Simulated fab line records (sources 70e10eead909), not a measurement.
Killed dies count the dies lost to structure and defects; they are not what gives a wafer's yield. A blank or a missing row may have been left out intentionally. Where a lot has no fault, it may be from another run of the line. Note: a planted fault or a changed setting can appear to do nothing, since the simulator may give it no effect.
What tool caused it? ; flow nand-harc ; 15 lots with 45 wafers sampled at 3 steps, on a route of 1302 steps

== WHAT EACH GAUGE READ, for each wafer ==
NHARC_P_M2_CD_MEAS_16.
lot;measured;on;cd-nm (nm)
L398;day 5 15:32;cd-sem-02;170.3 169.9 169.3
L399;day 6 08:43;cd-sem-01;169.6 169.4 169.5
L400;day 6 10:09;cd-sem-01;170.4 170.6 169.9
L401;day 6 23:55;cd-sem-03;170.6 169.1 170.9
L402;day 7 19:07;cd-sem-03;169.2 168.9 169.4
L403;day 7 22:11;cd-sem-02;169.2 169.3 169.6
L404;day 8 15:46;cd-sem-02;170.5 169.7 169.4
L407;day 9 09:05;cd-sem-02;170.9 170.4 170.9
L406;day 9 10:24;cd-sem-02;169.9 169.4 169.2
L411;day 11 11:28;cd-sem-03;169.8 171.1 170.1
L412;day 11 13:39;cd-sem-01;169.4 169.7 169.7
L415;day 13 01:21;cd-sem-03;169.5 170.2 169.2
L416;day 13 06:38;cd-sem-03;169.7 170.9 169.1
L418;day 14 01:47;cd-sem-02;170.4 170.3 170.0
L419;day 14 14:26;cd-sem-03;170.7 169.5 170.9

NHARC_P_M2_THK_MEAS_24: measures by xrf.
lot;measured;on;thk-nm (nm)
L398;day 5 17:38;film-metro-02;143.2 144.6 143.7
L399;day 6 10:51;film-metro-01;143.6 141.5 142.2
L400;day 6 12:15;film-metro-02;143.1 142.8 143.3
L401;day 7 02:02;film-metro-01;142.9 142.6 142.7
L402;day 7 21:13;film-metro-01;143.1 144.1 144.0
L403;day 8 00:19;film-metro-01;143.8 145.7 145.5
L404;day 8 17:52;film-metro-01;147.8 144.2 145.3
L407;day 9 11:11;film-metro-02;143.8 144.0 144.4
L406;day 9 12:30;film-metro-01;144.4 144.2 142.7
L411;day 11 13:52;film-metro-02;143.5 144.0 142.3
L412;day 11 15:50;film-metro-02;142.9 145.0 144.3
L415;day 13 03:28;film-metro-02;143.0 142.5 141.2
L416;day 13 08:45;film-metro-01;145.4 142.9 144.6
L418;day 14 03:58;film-metro-02;145.9 142.7 142.7
L419;day 14 16:34;film-metro-02;143.4 142.7 144.2

== WHAT TOOL EACH LOT RAN ON (gives the tool, then ch and the chambers of the sampled wafers, and finally the start) ==
lot;NHARC_P_M2_DEGAS_29
L398;pvd-sputter-02, day 5 16:14
L399;pvd-sputter-02, day 6 09:26
L400;pvd-sputter-02, day 6 10:52
L401;pvd-sputter-02, day 7 00:38
L402;pvd-sputter-02, day 7 19:49
L403;pvd-sputter-03, day 7 22:54
L404;pvd-sputter-01, day 8 16:29
L407;pvd-sputter-02, day 9 09:47
L406;pvd-sputter-02, day 9 11:07
L411;pvd-sputter-02, day 11 12:10
L412;pvd-sputter-01, day 11 14:26
L415;pvd-sputter-03, day 13 02:04
L416;pvd-sputter-03, day 13 07:22
L418;pvd-sputter-03, day 14 02:35
L419;pvd-sputter-01, day 14 15:09
- NHARC_P_M2_DEGAS_29: time 60 s.

== AS READ BY THE TOOLS THEMSELVES (means over the sampled wafers that have a number; for cases with no such wafer, the mark the record gives instead) ==
NHARC_P_M2_DEGAS_29.
lot;tool;heater-power-w (W)
L398;pvd-sputter-02;318
L399;pvd-sputter-02;324
L400;pvd-sputter-02;308
L401;pvd-sputter-02;331
L402;pvd-sputter-02;330
L403;pvd-sputter-03;338
L404;pvd-sputter-01;324
L407;pvd-sputter-02;319
L406;pvd-sputter-02;318
L411;pvd-sputter-02;316
L412;pvd-sputter-01;296
L415;pvd-sputter-03;350
L416;pvd-sputter-03;346
L418;pvd-sputter-03;343
L419;pvd-sputter-01;315

== THE ANSWER, worked out from the rows above alone ==
Rule: the usual values come from the lots themselves. The widest of any qualifying gaps counts: lots, ordered by their means at a reading, are off when they make up no more than a third of the lots, leave a main group of 4 or more, and stand apart from it by 3 or more times the standard deviation of that group's means. A main group is skipped when, at the precision printed for the reading in the tables above, its means are all equal. A lot without any number at a reading at which 4 lots or more have one is off too. Any other lot the step has rows for is counted as sound. Order of review: gauges by route order, followed by the tools' own readings, for which a lot's mean as printed above is used. The first step at which some lot is off is used, and at that step the reading that is off furthest; a lot without a number counts as furthest.
No lot is off at any reading shown: from this, nothing can be told.

== WHAT WAS PUT IN BY THE SIMULATOR ==
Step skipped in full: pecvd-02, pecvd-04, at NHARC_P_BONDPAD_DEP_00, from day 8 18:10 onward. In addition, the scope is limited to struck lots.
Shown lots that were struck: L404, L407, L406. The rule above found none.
